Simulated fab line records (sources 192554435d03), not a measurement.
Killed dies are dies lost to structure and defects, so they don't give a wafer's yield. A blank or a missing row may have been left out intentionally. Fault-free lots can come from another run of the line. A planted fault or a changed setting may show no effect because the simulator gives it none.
Comparing a struck lot with a sound one || flow n5_finfet || 15 out of 1938 route steps
Sound: the wafers L511.1, L511.2, L511.4. Struck: wafer L520.3 (left out: L520.5, a lot-mate that was not struck); the cause follows at the end.
For every step that has rows: the tool of each side, followed by ch and its chambers, followed by its first start. Under that, the readings that differ: sound wafers || struck wafers || difference of the means || sigmas: that difference in standard deviations of wafers without a fault.
alike: readings with means less than 2 such deviations apart, plus words and numbers identical on both sides. not compared: withheld readings, readings lacking a value on some wafer, bounds such as >300 that could conceal the same value, and numbers that have no deviation in the record and whose values overlap.
Wherever a step has rows on one side only, a row that says differs or no value, or a row with sigmas, the two part there. When numbers do not overlap yet have no deviation, they are printed without sigmas and do not part them. A reading that every wafer of one side lacks parts them only if that side has two wafers or more.

N5_BEOL_M2_ETCH_41: etches SiCN in CH3F/O2, target depth 29.9 nm, time 52.5 s.
  sound on rie_diel-04 ch 0,2,3; struck on rie_diel-01 ch 1
{"reading": "rf_hours_counter_h (h)", "sound": "38 32 48", "struck": 13, "difference": -26, "sigmas": ""}
  alike: chamber_pressure_mTorr, drypump_motor_current_A, oes_product_au, rf_vpp_V, showerhead_plenum_p_Torr, throttle_valve_pct
N5_BEOL_M2_STRIP_97: strips in N2/H2, time 10 s.
  sound on rie_diel-04 ch 0,2,3; struck on rie_diel-01 ch 1
{"reading": "rf_hours_counter_h (h)", "sound": "38 32 48", "struck": 13, "difference": -26, "sigmas": ""}
{"reading": "rf_vpp_V (V)", "sound": "59.7 57.7 58.9", "struck": 60.5, "difference": "+1.7", "sigmas": "+2"}
  alike: chamber_pressure_mTorr, drypump_motor_current_A, oes_product_au, showerhead_plenum_p_Torr, throttle_valve_pct
N5_BEOL_M2_OCD_MEAS_38:
  sound: ocd-01 at day 8 01:35; struck: ocd-01 at day 10 04:49
  alike: trench_depth_nm
then, 4 steps without rows for these wafers: N5_BEOL_M2_HM_STRIP_39 (strips TiN in peroxide tin strip, target depth 25 nm, time 158 s); N5_BEOL_M2_SRD_40 (time 30 s); N5_BEOL_M2_PRECLEAN_42 (cleans in residue remover, time 60 s); N5_BEOL_M2_SRD_43 (time 30 s).
N5_BEOL_M2_CD_MEAS_35: target cd 18 nm, target cd y 22.2 nm.
  sound: cd_sem-03 at day 8 01:45; struck: cd_sem-03 at day 10 04:58
  alike: cd_nm
then, 1 step without rows for these wafers: N5_BEOL_M2_DEGAS_44 (time 60 s).
N5_BEOL_M2_PRE_CLEAN_45: time 30 s.
  sound: pvd_sputter-01 at day 8 02:02; struck: pvd_sputter-01 at day 10 05:25
  alike: heater_power_w
N5_BEOL_M2_ALD_84: deposits TaN, pulse time 2 s, purge time 3 s, co reactant purge time 2 s.
  sound on ald_metal-04 ch 0,1,2, day 8 02:05; struck on ald_metal-02 ch 1, day 10 05:28
{"reading": "since_wet_clean_h (h)", "sound": "1371 1371 1371", "struck": 4500, "difference": "+3129", "sigmas": ""}
  alike: heater_power_w
N5_BEOL_M2_SURFACE_TREAT_85:
  sound: pvd_sputter-01 at day 8 02:23; struck: pvd_sputter-01 at day 10 05:44
  not compared: throttle_valve_pct
N5_BEOL_M2_CVD_47: deposits Co from CCTBA/H2, target thk 3 nm, time 223.8 s.
  sound on cvd_co-02 ch 0,1,2, day 8 02:28; struck on cvd_co-02 ch 0, day 10 05:53
{"reading": "run_length_s (s)", "sound": "247.6 247.3 246.6", "struck": 249.4, "difference": "+2.2", "sigmas": "+4"}
  not compared: since_wet_clean_h
then, 1 step without rows for these wafers: N5_BEOL_M2_SPUTTER_48 (material Cu, target thk 4.5 nm, time 8.29 s).
N5_BEOL_M4_RC_MEAS_101:
  sound on prober-02 ch 0, day 9 06:02; struck on prober-01 ch 0, day 11 10:07
  alike: DIBL_N, DIBL_P, IOFF_N, IOFF_P, ION_N, ION_P, SS_N, SS_P, VT_N, VT_P

WHERE THEY PART
Earliest at N5_BEOL_M2_STRIP_97; latest, in this record, at N5_BEOL_M2_CVD_47. Later steps at which nothing parts them and some readings are alike: N5_BEOL_M4_RC_MEAS_101.

WHY: the cause the simulator had injected
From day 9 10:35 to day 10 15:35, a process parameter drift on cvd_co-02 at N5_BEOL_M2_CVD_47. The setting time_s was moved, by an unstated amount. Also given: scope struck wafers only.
